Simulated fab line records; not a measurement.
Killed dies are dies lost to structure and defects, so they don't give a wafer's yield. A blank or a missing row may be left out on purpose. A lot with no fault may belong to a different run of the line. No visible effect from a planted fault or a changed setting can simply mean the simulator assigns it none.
fab line records | flow nand-harc
record lots=12 | wafers=36 | last-day=33
route steps=1302 shown A_BONDPAD@1230 THIN_TSV@1262 END@1302
lots with no fault: from the same line, run without faults
start-h: hours from the record's first day to the start of the lot's first wafer shown | wait-h: hours elapsed since this lot's preceding step | " unchanged from the row above | L1.1+2: a single row standing in for several wafers | - no value present, or no start provided | * or withheld: withheld | < > ~ a bound
route shown NAME@n: NAME is a module with steps in the file, n the number in the route of the first one | usual: mean and standard deviation over wafers with no fault | same: alike in all rows | chamber/n: place in a boat | sites: readings site by site | _std_site: standard deviation of those values | _edge_site: inner sites' mean taken away from outer sites' mean | radius-mm: for every site, how far away it sits from the centre of the wafer | mask NAME#n: copy n | behind: the last tool/chamber to shape the wafer | hold: the reason the lot was held/the length of the hold in hours/how it ended | device: whichever transistor did not switch (one of n, p or np) | end of line: at the end of the route, the tests of the same wafers | a step without rows: its recipe alone | killed: dies that structure and defects cost at the first sort, which is not the same as the wafer's yield | map: a wafer's dies, x killed, . not, _ none there
set.NAME: the setting that was run; set.NAME@STEP: the one run at that earlier step | model.NAME: the simulator's own value behind a step, which no gauge read
a sample of lots followed through the steps of the route, with each step as a table and each wafer as a row
services: a tool's chamber out of use, with start hour (start-h, from the record's first day; less than 0 if before it), hours out, and reason
## steps
# step NHARC_A_BONDPAD_ANNEAL_28
# recipe temp-c=225 | time-s=90
# usual wafer_temp_C_max=226.04/0.24
lot.wafer | tool          | chamber | start-h | wait-h | wafer_temp_C_max
L465.3    | rtp-anneal-01 | 0       | 538.04  | 0.3    | 226.18
L465.4    | "             | 0       | "       | "      | 225.63
L465.6    | "             | 0       | "       | "      | 226.20
L463.1    | rtp-anneal-01 | 0       | 543.84  | 0.3    | 226.34
L463.5    | "             | 0       | "       | "      | 226.04
L463.6    | "             | 0       | "       | "      | 226.03
L477.1    | rtp-anneal-01 | 0       | 674.49  | -      | 226.44
L477.3    | "             | 0       | "       | "      | 225.45
L477.6    | "             | 0       | "       | "      | 226.16
L478.2    | rtp-anneal-02 | 0       | 680.83  | 0.4    | 226.10
L478.3    | "             | 0       | "       | "      | 225.78
L478.5    | "             | 0       | "       | "      | 226.75
L475.2    | rtp-anneal-02 | 0       | 683.56  | -      | 225.68
L475.4    | "             | 0       | "       | "      | 225.83
L475.6    | "             | 0       | "       | "      | 226.04
L479.2    | rtp-anneal-02 | 0       | 687.37  | 0.3    | 226.19
L479.3    | "             | 0       | "       | "      | 225.88
L479.4    | "             | 0       | "       | "      | 225.96
L481.1    | rtp-anneal-01 | 0       | 702.28  | 0.3    | 226.07
L481.2    | "             | 0       | "       | "      | 226.36
L481.5    | "             | 0       | "       | "      | 225.94
L480.2    | rtp-anneal-01 | 0       | 713.55  | -      | 226.16
L480.5    | "             | 0       | "       | "      | 225.96
L480.6    | "             | 0       | "       | "      | 225.79
L483.3    | rtp-anneal-01 | 0       | 719.65  | -      | 225.90
L483.4    | "             | 0       | "       | "      | 226.07
L483.6    | "             | 0       | "       | "      | 225.83
L484.3    | rtp-anneal-01 | 0       | 755.97  | 0.3    | 226.03
L484.5    | "             | 0       | "       | "      | 226.49
L484.6    | "             | 0       | "       | "      | 226.25
L485.1    | rtp-anneal-02 | 0       | 757.07  | -      | 226.30
L485.2    | "             | 0       | "       | "      | 225.84
L485.5    | "             | 0       | "       | "      | 226.12
L486.3    | rtp-anneal-02 | 0       | 765.98  | 0.3    | 226.30
L486.4    | "             | 0       | "       | "      | 225.96
L486.5    | "             | 0       | "       | "      | 225.67
# step NHARC_THIN_TSV_ETCH_44
# recipe target-depth-a=15942 | time-s=797.1 | cf4-flow-sccm=150 | o2-flow-sccm=10 | ar-flow-sccm=0 | rf-w=300 | bias-w=800 | chemistry=CF4/O2
# usual drypump-motor-current-A=5.5/0.46 | oes-product-au=0.998/0.012 | rf-fwd-power-W=299.8/0.89 | rf-vpp-V=795/4.5 | showerhead-plenum-p-Torr=1.84/0.072 | throttle-valve-pct=16.913/0.0091
lot.wafer | tool        | chamber | start-h | wait-h | drypump-motor-current-A | oes-product-au | rf-fwd-power-W | rf-hours-counter-h | rf-vpp-V | showerhead-plenum-p-Torr | throttle-valve-pct
L465.3    | rie-diel-09 | 1       | 551.28  | 0.1    | 5.8                     | 1.001          | 300.6          | 2                  | 797      | 1.90                     | 16.905
L465.4    | "           | 0       | "       | "      | 5.0                     | 0.974          | 299.1          | 2                  | 789      | 1.74                     | 16.918
L465.6    | "           | 2       | "       | "      | 6.2                     | 0.994          | 299.3          | -                  | 787      | 1.71                     | 16.901
L463.1    | rie-diel-02 | 3       | 560.46  | 0.2    | 5.3                     | 1.001          | 299.7          | 10                 | 798      | 1.90                     | 16.917
L463.5    | "           | 0       | "       | "      | 5.2                     | 1.014          | 300.3          | -                  | 798      | 1.91                     | 16.915
L463.6    | "           | 1       | "       | "      | 5.7                     | 0.995          | 298.5          | -                  | 795      | 1.85                     | 16.923
L477.3    | rie-diel-09 | 0       | 691.68  | 0.1    | 5.0                     | 1.083          | 336.3          | 0                  | 787      | 1.74                     | 16.911
L477.1    | "           | 1       | "       | "      | 5.8                     | 1.067          | 336.2          | 0                  | 799      | 1.89                     | 16.920
L477.6    | "           | 1       | "       | "      | 5.8                     | 1.082          | 334.3          | -                  | 797      | 1.89                     | 16.912
L475.4    | rie-diel-10 | 1       | 694.89  | 0.1    | 5.9                     | 1.003          | 300.7          | 6                  | 793      | 1.80                     | 16.916
L475.2    | "           | 2       | "       | "      | 5.2                     | 0.998          | 299.3          | 6                  | 803      | 1.96                     | 16.912
L475.6    | "           | 0       | "       | "      | 5.1                     | 1.003          | 300.5          | -                  | 794      | 1.80                     | 16.909
L478.2    | rie-diel-09 | 2       | 696.07  | 0.1    | 6.2                     | 1.060          | 335.3          | 1                  | 786      | 1.71                     | 16.919
L478.3    | "           | 0       | "       | "      | 5.0                     | 1.087          | 334.8          | 1                  | 788      | 1.74                     | 16.912
L478.5    | "           | 1       | "       | "      | 5.8                     | 1.071          | 335.9          | -                  | 798      | 1.89                     | 16.910
L479.2    | rie-diel-10 | 3       | 700.92  | 0.1    | 6.3                     | 0.989          | 300.6          | 7                  | 789      | 1.76                     | 16.913
L479.3    | "           | 1       | "       | "      | 5.9                     | 0.979          | 299.6          | 7                  | 792      | 1.80                     | 16.922
L479.4    | "           | 2       | "       | "      | 5.2                     | 0.994          | 300.6          | 7                  | 801      | 1.96                     | 16.926
L481.2    | rie-diel-10 | 2       | 715.75  | 0.1    | 5.2                     | 0.989          | 299.1          | 9                  | 802      | 1.96                     | 16.907
L481.1    | "           | 0       | "       | "      | 5.2                     | 0.999          | 299.7          | 9                  | 792      | 1.80                     | 16.907
L481.5    | "           | 3       | "       | "      | 6.3                     | 0.997          | 299.6          | -                  | 791      | 1.76                     | 16.919
L480.2    | rie-diel-10 | 3       | 728.44  | 0.2    | 6.4                     | 0.992          | 298.9          | 10                 | 791      | 1.76                     | 16.920
L480.6    | "           | 0       | "       | "      | 5.1                     | 1.004          | 299.7          | -                  | 793      | 1.80                     | 16.901
L480.5    | "           | 1       | "       | "      | 5.9                     | 1.003          | 301.1          | -                  | 790      | 1.80                     | 16.901
L483.4    | rie-diel-10 | 2       | 733.26  | 0.1    | 5.2                     | 0.985          | 299.6          | 10                 | 803      | 1.96                     | 16.918
L483.3    | "           | 3       | "       | "      | 6.4                     | 0.992          | 299.9          | 10                 | 789      | 1.76                     | 16.915
L483.6    | "           | 1       | "       | "      | 5.9                     | 0.999          | 300.3          | -                  | 792      | 1.80                     | 16.914
L485.2    | rie-diel-02 | 3       | 771.45  | 0.1    | 5.2                     | 1.006          | 301.5          | 0                  | 798      | 1.90                     | 16.899
L485.1    | "           | 1       | "       | "      | 5.7                     | 0.972          | 299.9          | 0                  | 795      | 1.85                     | 16.929
L485.5    | "           | 3       | "       | "      | 5.2                     | 1.006          | 301.9          | -                  | 799      | 1.90                     | 16.916
L484.3    | rie-diel-10 | 1       | 772.70  | 0.2    | 5.9                     | 0.993          | 298.9          | 12                 | 791      | 1.80                     | 16.918
L484.6    | "           | 2       | "       | "      | 5.2                     | 0.988          | 298.6          | -                  | 802      | 1.96                     | 16.924
L484.5    | "           | 3       | "       | "      | 6.4                     | 0.986          | 300.6          | -                  | 790      | 1.76                     | 16.903
L486.3    | rie-diel-09 | 2       | 779.68  | 0.1    | 6.2                     | 0.983          | 299.5          | 5                  | 786      | 1.71                     | 16.909
L486.4    | "           | 0       | "       | "      | 5.0                     | 0.986          | 299.8          | 5                  | 790      | 1.74                     | 16.923
L486.5    | "           | 3       | "       | "      | 5.6                     | 1.004          | 301.1          | -                  | 797      | 1.88                     | 16.920
# step NHARC_THIN_TSV_STRIP_45
# recipe power-w=1500 | temp-c=250 | chemistry=O2
# usual drypump-motor-current-A=5.52/0.19 | heater-power-w=343/38
lot.wafer | tool            | chamber | start-h | wait-h | drypump-motor-current-A | heater-power-w | rf-hours-counter-h
L465.4    | plasma-asher-01 | 0       | 552.16  | 0.2    | 5.68                    | 325            | -
L465.3    | "               | 1       | "       | "      | 5.78                    | 300            | -
L465.6    | "               | 1       | "       | "      | 5.78                    | 299            | -
L463.1    | plasma-asher-01 | 0       | 561.09  | 0.1    | 5.66                    | 322            | 6
L463.5    | "               | 0       | "       | "      | 5.67                    | 310            | -
L463.6    | "               | 1       | "       | "      | 5.74                    | 296            | -
L477.1    | plasma-asher-01 | 1       | 692.47  | 0.1    | 5.80                    | 287            | 30
L477.3    | "               | 1       | "       | "      | 5.78                    | 294            | -
L477.6    | "               | 1       | "       | "      | 5.79                    | 287            | -
L475.2    | plasma-asher-02 | 0       | 695.69  | 0.1    | 5.45                    | 358            | 16
L475.4    | "               | 0       | "       | "      | 5.42                    | 357            | -
L475.6    | "               | 1       | "       | "      | 5.29                    | 389            | -
L478.2    | plasma-asher-02 | 1       | 696.85  | 0.1    | 5.26                    | 392            | 17
L478.3    | "               | 1       | "       | "      | 5.28                    | 389            | -
L478.5    | "               | 1       | "       | "      | 5.27                    | 371            | -
L479.2    | plasma-asher-02 | 1       | 701.72  | 0.1    | 5.28                    | 382            | 20
L479.4    | "               | 1       | "       | "      | 5.28                    | 378            | -
L479.3    | "               | 0       | "       | "      | 5.43                    | 366            | -
L481.2    | plasma-asher-02 | 0       | 716.55  | 0.1    | 5.40                    | 364            | 24
L481.1    | "               | 1       | "       | "      | 5.31                    | 376            | 24
L481.5    | "               | 0       | "       | "      | 5.44                    | 369            | -
L480.2    | plasma-asher-01 | 0       | 729.05  | 0.1    | 5.66                    | 319            | 4
L480.5    | "               | 0       | "       | "      | 5.68                    | 323            | -
L480.6    | "               | 1       | "       | "      | 5.78                    | 277            | -
L483.4    | plasma-asher-02 | 0       | 734.09  | 0.2    | 5.40                    | 378            | -
L483.3    | "               | 1       | "       | "      | 5.27                    | 386            | -
L483.6    | "               | 1       | "       | "      | 5.24                    | 390            | -
L485.2    | plasma-asher-01 | 0       | 772.24  | 0.1    | 5.68                    | 316            | 12
L485.1    | "               | 1       | "       | "      | 5.75                    | 285            | 12
L485.5    | "               | 1       | "       | "      | 5.77                    | 281            | -
L484.3    | plasma-asher-02 | 1       | 773.41  | 0.2    | 5.29                    | 387            | -
L484.6    | "               | 1       | "       | "      | 5.26                    | 384            | -
L484.5    | "               | 0       | "       | "      | 5.42                    | 375            | -
L486.3    | plasma-asher-01 | 0       | 780.56  | 0.2    | 5.66                    | 322            | -
L486.4    | "               | 1       | "       | "      | 5.73                    | 284            | -
L486.5    | "               | 1       | "       | "      | 5.75                    | 277            | -
# step NHARC_THIN_TSV_DEP_47
# recipe target-thk-a=2000 | temp-c=withheld | pressure-torr=6.5 | rf-w=900 | teos-flow-sccm=161.4 | flow-sccm=2650 | target-thk-nm=200 | gas=O2 | material=SiO2
# usual throttle-valve-pct=16.0/0.67
lot.wafer | tool     | chamber | start-h | wait-h | since-wet-clean-h | throttle-valve-pct
L465.3    | pecvd-02 | 2       | 553.00  | -      | 132               | 16.1
L465.4    | "        | 2       | "       | "      | -                 | 16.1
L465.6    | "        | 0       | "       | "      | -                 | 16.6
L463.1    | pecvd-03 | 0       | 561.89  | -      | 2                 | 15.9
L463.6    | "        | 0       | "       | "      | -                 | 15.8
L463.5    | "        | 2       | "       | "      | -                 | 15.0
L477.1    | pecvd-02 | 2       | 693.27  | -      | 91                | 15.5
L477.3    | "        | 0       | "       | "      | -                 | 16.1
L477.6    | "        | 2       | "       | "      | -                 | 15.4
L475.2    | pecvd-03 | 1       | 696.53  | -      | 136               | 16.1
L475.4    | "        | 2       | "       | "      | -                 | 15.0
L475.6    | "        | 0       | "       | "      | -                 | 15.9
L478.3    | pecvd-01 | 0       | 697.64  | -      | 3                 | 17.1
L478.2    | "        | 1       | "       | "      | 3                 | 15.8
L478.5    | "        | 1       | "       | "      | -                 | 16.3
L479.3    | pecvd-01 | 2       | 702.57  | -      | 8                 | 15.1
L479.2    | "        | 0       | "       | "      | 8                 | 17.0
L479.4    | "        | 2       | "       | "      | -                 | 15.5
L481.1    | pecvd-01 | 1       | 717.35  | -      | 23                | 16.1
L481.2    | "        | 2       | "       | "      | 23                | 15.3
L481.5    | "        | 0       | "       | "      | -                 | 17.1
L480.2    | pecvd-02 | 2       | 729.90  | -      | 128               | 15.4
L480.5    | "        | 1       | "       | "      | -                 | 16.3
L480.6    | "        | 2       | "       | "      | -                 | 15.7
L483.3    | pecvd-02 | 0       | 734.79  | -      | 133               | 16.3
L483.6    | "        | 0       | "       | "      | -                 | 16.2
L483.4    | "        | 2       | "       | "      | -                 | 15.4
L485.2    | pecvd-01 | 0       | 773.04  | -      | 79                | 17.3
L485.1    | "        | 2       | "       | "      | 79                | 15.4
L485.5    | "        | 2       | "       | "      | -                 | 15.6
L484.3    | pecvd-03 | 2       | 774.11  | -      | 33                | 14.9
L484.5    | "        | 2       | "       | "      | -                 | 15.0
L484.6    | "        | 1       | "       | "      | -                 | 15.9
L486.3    | pecvd-01 | 0       | 781.37  | -      | 87                | 16.9
L486.4    | "        | 2       | "       | "      | -                 | 15.6
L486.5    | "        | 0       | "       | "      | -                 | 16.9
# step NHARC_END_SORT_01
# recipe temp-c=25
# usual defect-limited-yield=91/3.1 | killed-at-array=54/21 | killed-at-other=0.9/1.1 | killed-at-periphery=3.5/2.5 | killed-dies=58/21 | killed-open=3.3/1.9 | killed-short=2.6/1.8 | sort_bin_2_pct=3.0/1.4 | sort_bin_3_pct=0.6/0.41 | sort_bin_4_pct=4.9/1.7 | sort-n-pass=619/21 | sort-rim-yield-pct=92/4 | sort-yield-pct=91/3.1
# same gross-dies=677 | sort_bin_5_pct[%]=0 | sort_bin_6_pct[%]=0 | sort_bin_7_pct[%]=0 | sort_bin_8_pct[%]=0 | sort-rim-n-gross=106.00
lot.wafer | tool      | chamber | start-h | wait-h | defect-limited-yield[%] | killed-at-array | killed-at-other | killed-at-periphery | killed-dies | killed-open | killed-short | sort_bin_2_pct[%] | sort_bin_3_pct[%] | sort_bin_4_pct[%] | sort-n-pass | sort-rim-yield-pct[%] | sort-yield-pct[%]
L477.1    | prober-02 | 0       | 705.47  | 2.5    | 91                      | 58              | 2               | 2                   | 62          | 3           | 6            | 3.0               | 0.9               | 5.3               | 615         | 94                    | 91
L477.6    | prober-02 | 0       | 709.44  | 4.0    | 90                      | 62              | 0               | 3                   | 65          | 5           | 9            | 3.4               | 0.4               | 5.8               | 612         | 96                    | 90
# killed by level:class
L477.1 A_CHANNEL_HOLE_D1:chamber-film-flake=32 A_SLIT:chamber-film-flake=6 A_CONTACT:chamber-film-flake=6 A_CHANNEL_FILL_D1:geometric-particle:short=2 A_STAIRCASE:chamber-film-flake=2 A_WL_FILL:chamber-film-flake=2 THIN_TSV:chamber-film-flake=2 P_M0:geometric-particle:open=1
L477.6 A_CHANNEL_HOLE_D1:chamber-film-flake=33 A_SLIT:chamber-film-flake=7 A_CONTACT:chamber-film-flake=4 A_DECK1_JOINT:chamber-film-flake=3 P_CONTACT:geometric-particle:short=2 A_SOURCE_PLATE:geometric-particle:short=2 A_ONON_D1:geometric-particle:short=2 A_SGD_CUT:geometric-particle:open=2
## services
tool            | chamber | start-h | hours | kind
plasma-asher-01 | -       | 526.60  | 9.0   | pm
rie-diel-10     | 1       | 546.39  | 1.7   | repair
pecvd-03        | -       | 547.24  | 13.0  | pm
plasma-asher-02 | -       | 571.58  | 0.4   | repair
rie-diel-09     | 2       | 574.61  | 14.1  | repair
pecvd-02        | -       | 589.15  | 13.0  | pm
rie-diel-10     | -       | 596.50  | 9.0   | pm
plasma-asher-02 | -       | 603.05  | 9.0   | pm
rie-diel-09     | 2       | 616.52  | 14.2  | repair
rie-diel-09     | 1       | 650.24  | 4.6   | repair
pecvd-03        | -       | 651.34  | 0.7   | repair
rie-diel-09     | 3       | 662.59  | 11.6  | repair
rtp-anneal-01   | -       | 669.81  | 1.2   | repair
rie-diel-09     | -       | 674.16  | 9.0   | pm
pecvd-01        | -       | 681.27  | 13.0  | pm
pecvd-02        | 1       | 684.03  | 18.9  | repair
plasma-asher-01 | -       | 703.60  | 9.0   | pm
pecvd-02        | -       | 716.23  | 2.9   | repair
pecvd-03        | -       | 728.24  | 13.0  | pm
rtp-anneal-02   | -       | 744.10  | 12.0  | pm
pecvd-03        | 1       | 756.05  | 10.2  | repair
pecvd-02        | -       | 770.15  | 13.0  | pm
rie-diel-10     | -       | 773.50  | 9.0   | pm
plasma-asher-02 | -       | 780.05  | 9.0   | pm
## key
first-sign step=NHARC_THIN_TSV_ETCH_44 | reading=rf-fwd-power-W | direction=up | sigmas=40 | usual=* | struck=*
effect step=NHARC_THIN_TSV_ETCH_44 | reading=oes-product-au | direction=up | sigmas=6.2 | usual=0.998 | struck=1.075
met-at NHARC_THIN_TSV_ETCH_44
struck-lots L477,L478
not-acting-at NHARC_A_BONDPAD_ANNEAL_28,NHARC_THIN_TSV_STRIP_45,NHARC_THIN_TSV_DEP_47
onset-between 551.28 691.68
fault kind=process-parameter-drift | tool=rie-diel-09 | chamber=- | onset-h=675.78 | steps=NHARC_THIN_TSV_ETCH_44 | channel=rf-w | offset=* | shape=step | end-h=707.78 | acts-in=* | stated=*
